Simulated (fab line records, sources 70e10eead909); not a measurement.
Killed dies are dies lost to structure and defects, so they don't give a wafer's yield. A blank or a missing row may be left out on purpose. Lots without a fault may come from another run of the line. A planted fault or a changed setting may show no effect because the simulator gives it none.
fab line records | flow nand_harc
record lots=5 wafers=14 last_day=31
route steps=1302 shown A_BONDPAD@1232 HYBRID_BOND@1237 THIN_TSV@1244 END@1302
lots that met no fault: from a run of the same line without faults
start_h: hours from the record's first day to the start of the lot's first wafer shown | wait_h: hours since the lot's step before | " the same as in the row above | L1.1+2: a row that stands for several wafers | - no value, or no start given | * or withheld: withheld | < > ~ a bound
route shown NAME@n: a module of which the file shows steps, and the number in the route of the first | usual: mean/standard deviation of fault-free wafers | same: alike in all rows | chamber/n: place in a boat | sites: the reading at each site | _std_site: their standard deviation | _edge_site: outer sites' mean less inner sites' | radius_mm: how far each site lies from the wafer's centre | mask NAME#n: copy n | behind: the tool/chamber that last shaped the wafer | hold: why the lot was held/for how many hours/how that ended | device: the transistor (n, p or np) that didn't switch | end of line: the same wafers' tests at the end of the route | a step without rows: its recipe alone | killed: dies lost to structure and defects at the first sort, not the wafer's yield | map: a wafer's dies, x killed, . not, _ none there
set.NAME: the setting as run; set.NAME@STEP: as run at that earlier step | model.NAME: the simulator's own value behind a step, which no gauge read
lots at some steps of the route; a table a step, a row a wafer
services: from which hour (start_h, from the record's first day; less than 0 if before it) a tool's chamber was out of use, for how many hours, and why
## steps
# step NHARC_A_BONDPAD_THK_MEAS_20
# recipe thk_meas_gauge=xrf
# usual thk_nm=169.8/1.7
# columns lot.wafer tool chamber start_h wait_h thk_nm
L122.2 film_metro-02 - 559.28 - 172.0
L122.3 " - " " 170.1
L122.6 " - " " 171.6
L128.1 film_metro-01 - 627.78 - 169.3
L128.2 " - " " 168.3
L128.5 " - " " 168.5
L130.1 film_metro-02 - 642.50 - 168.2
L130.3 " - " " 169.7
L130.6 " - " " 167.9
L137.1 film_metro-01 - 699.58 - 172.9
L137.4 " - " " 172.3
L137.5 " - " " 170.7
L136.3 film_metro-02 - 715.79 - 170.0
L136.4 " - " " 170.1
# step NHARC_A_BONDPAD_SRD_21
# recipe time_s=30 temp_c=23 dry_time_s=20 spin_rpm=1500
# step NHARC_A_BONDPAD_INSPECT_23
# usual raw_defect_count=576/150
# columns lot.wafer tool chamber start_h wait_h raw_defect_count
L122.2 defect_inspect-02 - 559.50 0.0 405
L122.3 " - " " 309
L122.6 " - " " 420
L128.1 defect_inspect-02 - 627.98 0.0 471
L128.2 " - " " 444
L128.5 " - " " 414
L130.1 defect_inspect-02 - 642.72 0.0 637
L130.3 " - " " 709
L130.6 " - " " 590
L137.1 defect_inspect-01 - 699.79 0.0 630
L137.4 " - " " 748
L137.5 " - " " 666
L136.3 defect_inspect-01 - 716.02 0.0 535
L136.4 " - " " 674
# step NHARC_HYBRID_BOND_ACTIVATE_00
# recipe time_s=60 n2_flow_sccm=200 ar_flow_sccm=0 bias_power_w=0 chemistry=N2
# step NHARC_HYBRID_BOND_PRECLEAN_01
# recipe time_s=300 temp_c=23 chemistry=DIW
# step NHARC_HYBRID_BOND_SRD_02
# recipe time_s=30 temp_c=23 dry_time_s=20 spin_rpm=1500
# step NHARC_HYBRID_BOND_BOND_03
# recipe temp_c=25
# step NHARC_HYBRID_BOND_ANNEAL_04
# recipe temp_c=300 time_s=7200 ramp_up_c_per_min=5 ramp_down_c_per_min=3 idle_temp_c=100 pressure_atm=1
# step NHARC_HYBRID_BOND_OVL_MEAS_05
# usual overlay_x_nm=-3/31 overlay_y_nm=3/35
# columns lot.wafer tool chamber start_h wait_h overlay_x_nm overlay_y_nm
L122.2 overlay-02 - 567.72 0.4 16 106
L122.3 " - " " 23 -21
L122.6 " - " " -14 79
L128.1 overlay-02 - 641.48 0.4 -27 -4
L128.2 " - " " 17 -61
L128.5 " - " " 23 -16
L130.1 overlay-01 - 650.00 0.4 27 -4
L130.3 " - " " 23 53
L130.6 " - " " 21 3
L137.1 overlay-02 - 711.04 0.4 -77 8
L137.4 " - " " -31 -9
L137.5 " - " " -4 -6
L136.3 overlay-02 - 725.42 0.4 -9 -34
L136.4 " - " " 21 31
# step NHARC_HYBRID_BOND_INSPECT_06
# recipe inspect_instrument=ir_void
# usual raw_defect_count=89/35
# columns lot.wafer tool chamber start_h wait_h raw_defect_count
L122.2 defect_inspect-01 - 567.78 0.1 55
L122.3 " - " " 54
L122.6 " - " " 51
L128.1 defect_inspect-01 - 641.54 0.0 163
L128.2 " - " " 132
L128.5 " - " " 166
L130.1 defect_inspect-01 - 650.06 0.1 57
L130.3 " - " " 71
L130.6 " - " " 68
L137.1 defect_inspect-01 - 711.09 0.0 121
L137.4 " - " " 114
L137.5 " - " " 116
L136.3 defect_inspect-01 - 725.47 0.1 107
L136.4 " - " " 98
# step NHARC_THIN_TSV_GRIND_00
# recipe target_thk_um=6
# usual motor_current_A=12.000/0.022
# columns lot.wafer tool chamber start_h wait_h motor_current_A
L122.2 grinder-01 0 569.33 1.5 12.022
L122.3 " 0 " " 12.000
L122.6 " 0 " " 12.044
L128.1 grinder-01 0 641.69 0.1 12.031
L128.2 " 0 " " 11.981
L128.5 " 0 " " 11.987
L130.1 grinder-01 0 652.56 2.5 11.999
L130.3 " 0 " " 12.018
L130.6 " 0 " " 11.986
L137.1 grinder-01 0 711.24 0.1 11.969
L137.4 " 0 " " 12.003
L137.5 " 0 " " 12.011
L136.3 grinder-01 0 726.02 0.5 11.972
L136.4 " 0 " " 11.978
# step NHARC_THIN_TSV_CMP_01
# recipe target_thk_um=3
# step NHARC_THIN_TSV_SRD_03
# step NHARC_THIN_TSV_PRECLEAN_41
# recipe time_s=* temp_c=50 bath_age_min=0 chemistry=SC1
# step NHARC_THIN_TSV_SRD_42
# step NHARC_THIN_TSV_DEP_43
# recipe target_thk_a=13285 temp_c=withheld pressure_torr=6.5 rf_w=900 teos_flow_sccm=161.4 flow_sccm=2650 target_thk_nm=1328.5 gas=O2 material=SiO2
# step NHARC_THIN_TSV_DEHYDRATE_04
# recipe temp_c=150 time_s=120
# step NHARC_THIN_TSV_HMDS_05
# recipe time_s=30
# step NHARC_THIN_TSV_COAT_06
# recipe spin_rpm=*
# step NHARC_THIN_TSV_SOFTBAKE_07
# recipe temp_c=122 time_s=95
# step NHARC_THIN_TSV_EBR_08
# step NHARC_THIN_TSV_EXPOSE_09
# recipe na=0.55 dose_mj=30.7 mask_id=TSV
# step NHARC_THIN_TSV_PEB_10
# recipe peb_temp_c=118 peb_time_s=85
# step NHARC_THIN_TSV_DEVELOP_11
# recipe time_s=70
# step NHARC_THIN_TSV_CD_MEAS_12
# recipe target_cd_nm=1000 landing_energy_ev=500
# usual cd_nm=999.6/1.8
# columns lot.wafer tool chamber start_h wait_h cd_nm
L122.2 cd_sem-03 0 571.67 - 1001.7
L122.3 " 0 " " 1001.6
L122.6 " 0 " " 998.7
L128.1 cd_sem-03 0 644.23 - 1000.8
L128.2 " 0 " " 1003.0
L128.5 " 0 " " 999.7
L130.1 cd_sem-03 0 655.11 - 1001.6
L130.3 " 0 " " 1002.4
L130.6 " 0 " " 1000.3
L137.1 cd_sem-01 0 713.75 - 999.9
L137.4 " 0 " " 998.2
L137.5 " 0 " " 999.2
L136.3 cd_sem-03 0 728.29 - 1000.2
L136.4 " 0 " " 1003.4
# step NHARC_THIN_TSV_HARDBAKE_13
# recipe temp_c=125 time_s=80
# step NHARC_THIN_TSV_DESCUM_14
# recipe time_s=3 o2_flow_sccm=200 ar_flow_sccm=0 bias_power_w=0 chemistry=O2
# step NHARC_THIN_TSV_ETCH_44
# recipe target_depth_a=15942 time_s=797.1 cf4_flow_sccm=150 o2_flow_sccm=10 ar_flow_sccm=0 rf_w=300 bias_w=800 chemistry=CF4/O2
# step NHARC_THIN_TSV_ETCH_15
# recipe target_depth_a=30000 bosch_target_overetch_cycles=2 bosch_etch_step_s=2.8 bosch_dep_step_s=1.2 bosch_cycles=14
# usual drypump_motor_current_A=5.6/0.56
# columns lot.wafer tool chamber start_h wait_h drypump_motor_current_A rf_hours_counter_h
L122.2 rie_si-01 0 572.49 - 5.7 0.2
L122.3 " 1 " " 6.4 0.1
L122.6 " 0 " " 5.7 -
L128.1 rie_si-02 2 645.06 - 5.7 0.1
L128.2 " 3 " " 6.3 0.0
L128.5 " 2 " " 5.7 -
L130.3 rie_si-02 3 656.17 - 6.3 0.1
L130.1 " 0 " " 5.1 0.2
L130.6 " 2 " " 5.7 -
L137.4 rie_si-03 2 714.59 - 5.9 0.8
L137.1 " 3 " " 5.5 0.7
L137.5 " 0 " " 4.8 -
L136.4 rie_si-03 0 729.26 - 4.8 0.7
L136.3 " 1 " " 6.4 0.8
# step NHARC_THIN_TSV_CD_MEAS_16
# usual cd_nm=999.5/1.9
# columns lot.wafer tool chamber start_h wait_h cd_nm
L122.2 cd_sem-03 - 572.63 0.1 1001.8
L122.3 " - " " 1001.9
L122.6 " - " " 997.9
L128.1 cd_sem-01 - 645.19 0.1 1001.2
L128.2 " - " " 1001.6
L128.5 " - " " 999.0
L130.1 cd_sem-01 - 656.29 0.1 999.6
L130.3 " - " " 1002.7
L130.6 " - " " 999.4
L137.1 cd_sem-02 - 714.70 0.1 1000.7
L137.4 " - " " 997.9
L137.5 " - " " 998.6
L136.3 cd_sem-03 - 729.39 0.1 1000.4
L136.4 " - " " 1004.5
# step NHARC_THIN_TSV_STRIP_45
# recipe power_w=1500 temp_c=250 chemistry=O2
# step NHARC_THIN_TSV_STRIP_46
# recipe time_s=1200 temp_c=72.5 chemistry=post_etch_residue_remover
# step NHARC_THIN_TSV_DEP_47
# recipe target_thk_a=2000 temp_c=withheld pressure_torr=6.5 rf_w=900 teos_flow_sccm=161.4 flow_sccm=2650 target_thk_nm=200 gas=O2 material=SiO2
# usual mfc_precursor_sccm=161.3/0.52 showerhead_vpp_V=1815/64 throttle_valve_pct=16.3/0.47
# columns lot.wafer tool chamber start_h wait_h mfc_precursor_sccm showerhead_vpp_V throttle_valve_pct
L122.2 pecvd-01 2 573.50 - 160.7 1758 16.2
L122.3 " 1 " " 161.2 1865 16.2
L122.6 " 1 " " 161.3 1873 16.3
L128.2 pecvd-04 1 646.06 - 161.2 1934 16.0
L128.1 " 0 " " 161.5 1708 15.6
L128.5 " 0 " " 161.8 1664 15.9
L130.3 pecvd-01 2 657.18 - 161.4 1740 16.3
L130.1 " 0 " " 161.3 1832 16.5
L130.6 " 2 " " 160.6 1729 16.7
L137.1 pecvd-02 0 715.64 - 161.9 1782 17.2
L137.5 " 0 " " 161.3 1779 17.4
L137.4 " 1 " " 162.3 1745 15.6
L136.3 pecvd-04 2 730.26 - 160.6 1842 16.3
L136.4 " 1 " " 161.5 1971 16.0
# step NHARC_THIN_TSV_ETCHBACK_48
# recipe target_depth_a=10285 over_etch_frac=0.3 time_s=405.17 ion_energy_ev=250 c4f8_flow_sccm=withheld ar_flow_sccm=withheld rf_w=600 bias_w=300 chemistry=C4F8/Ar
# usual oes_product_au=0.947/0.028 rf_vpp_V=543.1/1.9
# columns lot.wafer tool chamber start_h wait_h oes_product_au rf_hours_counter_h rf_vpp_V
L122.2 rie_diel-01 1 573.91 - 0.991 0.2 543.1
L122.3 " 0 " " 0.990 0.2 545.8
L122.6 " 1 " " 0.989 - 543.1
L128.2 rie_diel-03 3 646.46 - 0.982 0.5 545.9
L128.1 " 1 " " 0.958 0.3 543.1
L128.5 " 0 " " 0.996 - 543.5
L130.1 rie_diel-01 1 657.60 - 0.919 5.4 542.4
L130.3 " 0 " " 0.922 4.4 547.0
L130.6 " 2 " " 0.925 - 543.4
L137.4 rie_diel-03 3 716.04 - 0.963 4.1 545.4
L137.1 " 2 " " 0.984 3.4 542.1
L137.5 " 0 " " 0.964 - 542.4
L136.3 rie_diel-04 3 730.69 - 1.000 0.4 547.2
L136.4 " 1 " " 1.013 0.6 541.4
# step NHARC_THIN_TSV_STRIP_62
# recipe power_w=1500 temp_c=250 time_s=20 chemistry=N2/H2
# step NHARC_THIN_TSV_DEGAS_49
# recipe temp_c=300 time_s=120
# usual heater_power_w=438/39
# columns lot.wafer tool chamber start_h wait_h heater_power_w
L122.2 pvd_sputter-01 - 574.44 0.1 442
L122.3 " - " " 378
L122.6 " - " " 437
L128.2 pvd_sputter-03 - 647.00 0.1 420
L128.1 " - " " 488
L128.5 " - " " 415
L130.1 pvd_sputter-03 - 658.13 0.1 430
L130.3 " - " " 418
L130.6 " - " " 424
L137.1 pvd_sputter-01 - 716.57 0.1 434
L137.4 " - " " 485
L137.5 " - " " 441
L136.3 pvd_sputter-01 - 731.20 0.1 477
L136.4 " - " " 435
# step NHARC_THIN_TSV_PRE_CLEAN_50
# recipe time_s=30 temp_c=280 gas=H2/He
# usual heater_power_w=385/32
# columns lot.wafer tool chamber start_h wait_h heater_power_w
L122.3 pvd_sputter-01 - - - 431
L122.2 " - " " 344
L122.6 " - " " 431
L128.1 pvd_sputter-03 - - - 340
L128.2 " - " " 362
L128.5 " - " " 343
L130.1 pvd_sputter-03 - - - 415
L130.3 " - " " 364
L130.6 " - " " 373
L137.1 pvd_sputter-01 - - - 334
L137.4 " - " " 419
L137.5 " - " " 329
L136.4 pvd_sputter-01 - - - 425
L136.3 " - " " 382
# step NHARC_THIN_TSV_PVD_19
# recipe target_thk_a=200 chamber_pressure_pa=5 material=TaN
# step NHARC_THIN_TSV_PVD_51
# recipe target_thk_a=1000 chamber_pressure_pa=5 material=Cu
# step NHARC_END_SORT_01
# recipe temp_c=25
# usual defect_limited_yield=90.6/2.6 killed_at_array=58/18 killed_at_other=1.0/1.5 killed_at_periphery=4/3.1 killed_dies=64/18 killed_open=3.4/1.9 killed_short=2.7/1.7
# same gross_dies=677
# columns lot.wafer tool chamber start_h wait_h defect_limited_yield[%] killed_at_array killed_at_other killed_at_periphery killed_dies killed_open killed_short
L136.3 prober-01 0 744.99 3.1 88.8 72 2 2 76 4 0
L136.4 prober-01 0 745.81 3.4 0 67 609 1 677 1 3
# killed by level:class
L136.3 A_CHANNEL_HOLE_D1:chamber_film_flake=27 A_CHANNEL_HOLE_D2:chamber_film_flake=23 A_STAIRCASE:chamber_film_flake=7 A_CONTACT:chamber_film_flake=6 A_SLIT:chamber_film_flake=6 P_CONTACT:geometric_particle:open=1 P_M0:geometric_particle:open=1 A_M0:geometric_particle:open=1
L136.4 THIN_TSV:area_cmp=609 A_CHANNEL_HOLE_D1:chamber_film_flake=27 A_CHANNEL_HOLE_D2:chamber_film_flake=17 A_SLIT:chamber_film_flake=6 A_CONTACT:chamber_film_flake=6 A_STAIRCASE:chamber_film_flake=4 A_CHANNEL_FILL_D2:geometric_particle:short=2 A_CHANNEL_FILL_D1:chamber_film_flake=2
# map L136.4 (x killed, . not)
____________x____________
_________xxxxxxx_________
_______xxxxxxxxxxx_______
______xxxxxxxxxxxxx______
_____xxxxxxxxxxxxxxx_____
____xxxxxxxxxxxxxxxxx____
____xxxxxxxxxxxxxxxxx____
___xxxxxxxxxxxxxxxxxxx___
___xxxxxxxxxxxxxxxxxxx___
__xxxxxxxxxxxxxxxxxxxxx__
__xxxxxxxxxxxxxxxxxxxxx__
_xxxxxxxxxxxxxxxxxxxxxxx_
_xxxxxxxxxxxxxxxxxxxxxxx_
_xxxxxxxxxxxxxxxxxxxxxxx_
_xxxxxxxxxxxxxxxxxxxxxxx_
_xxxxxxxxxxxxxxxxxxxxxxx_
xxxxxxxxxxxxxxxxxxxxxxxxx
xxxxxxxxxxxxxxxxxxxxxxxxx
xxxxxxxxxxxxxxxxxxxxxxxxx
xxxxxxxxxxxxxxxxxxxxxxxxx
xxxxxxxxxxxxxxxxxxxxxxxxx
_xxxxxxxxxxxxxxxxxxxxxxx_
_xxxxxxxxxxxxxxxxxxxxxxx_
_xxxxxxxxxxxxxxxxxxxxxxx_
_xxxxxxxxxxxxxxxxxxxxxxx_
_xxxxxxxxxxxxxxxxxxxxxxx_
__xxxxxxxxxxxxxxxxxxxxx__
__xxxxxxxxxxxxxxxxxxxxx__
___xxxxxxxxxxxxxxxxxxx___
___xxxxxxxxxxxxxxxxxxx___
____xxxxxxxxxxxxxxxxx____
____xxxxxxxxxxxxxxxxx____
_____xxxxxxxxxxxxxxx_____
______xxxxxxxxxxxxx______
_______xxxxxxxxxxx_______
_________xxxxxxx_________
____________x____________
# map L128.1 (x killed, . not)
____________.____________
_________......._________
_______.x........._______
______x....x.......______
_____xxx............_____
____............x.x..____
____.................____
___x.....x...x.x...x..___
___.x.........xxxxxx..___
__.............xxx.xx..__
__............xxx.xxx..__
_.........x....xx.x....._
_x..............xxxxx..._
_.......x.....xxxxxx...._
_..................x...._
_..x...x.........x......_
.........................
.........................
.........................
.........................
.........x...............
_.....x................._
_......................._
_......xxxx............._
_.......xxxx............_
_.....xx.xxx............_
__..x..xxx.............__
__.....xxxx............__
___....xx.xx..........___
___..xxxxxxx.x........___
____...x.x.xx........____
____....x.xx.........____
_____.xxxxx........._____
______....x........______
_______..x....x..._______
_________......._________
____________.____________
## services
# columns tool chamber start_h hours kind
pecvd-01 - 545.39 3.4 repair
grinder-01 - 557.76 0.8 repair
rie_diel-01 - 557.90 9.0 pm
rie_si-02 0 558.55 2.5 repair
pvd_sputter-01 - 576.25 3.2 repair
pvd_sputter-01 - 582.02 10.0 pm
rie_diel-01 0 584.93 15.9 repair
rie_diel-01 1 602.96 5.1 repair
grinder-01 - 604.91 3.5 repair
rie_diel-03 - 607.11 0.4 repair
pvd_sputter-03 - 608.25 5.0 repair
rie_si-02 - 609.14 0.5 repair
rie_si-02 - 631.00 9.0 pm
pecvd-01 - 631.15 0.5 repair
pvd_sputter-03 - 632.94 1.4 repair
rie_diel-03 - 635.30 9.0 pm
rie_si-02 - 640.35 0.3 repair
rie_diel-01 - 642.54 0.3 repair
rie_diel-03 2 662.16 7.8 repair
rie_diel-01 0 662.20 4.9 repair
pecvd-01 - 673.85 13.0 pm
pvd_sputter-03 - 704.00 10.0 pm
pvd_sputter-03 - 714.88 5.2 repair
grinder-01 - 719.52 2.7 repair
## key
first_sign step=NHARC_END_SORT_01 reading=killed_at_other direction=up sigmas=99+ usual=1.0 struck=609
effect step=NHARC_END_SORT_01 reading=defect_limited_yield direction=down sigmas=34 usual=90.6 struck=0
more_kills_born_at NHARC_THIN_TSV_CMP_01@cmp-03=609
met_at NHARC_THIN_TSV_GRIND_00
struck_wafers L136.4
later_rows_left_out L136.4
onset_between 711.24 726.02
fault kind=process_parameter_drift tool=grinder-01 chamber=- onset_h=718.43 steps=NHARC_THIN_TSV_GRIND_00 channel=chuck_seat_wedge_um offset=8 shape=step end_h=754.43 scope=struck_wafers_only
# later_rows_left_out: the simulator's readings of these wafers behind a module that went badly wrong aren't trusted and aren't shown, but for the sort
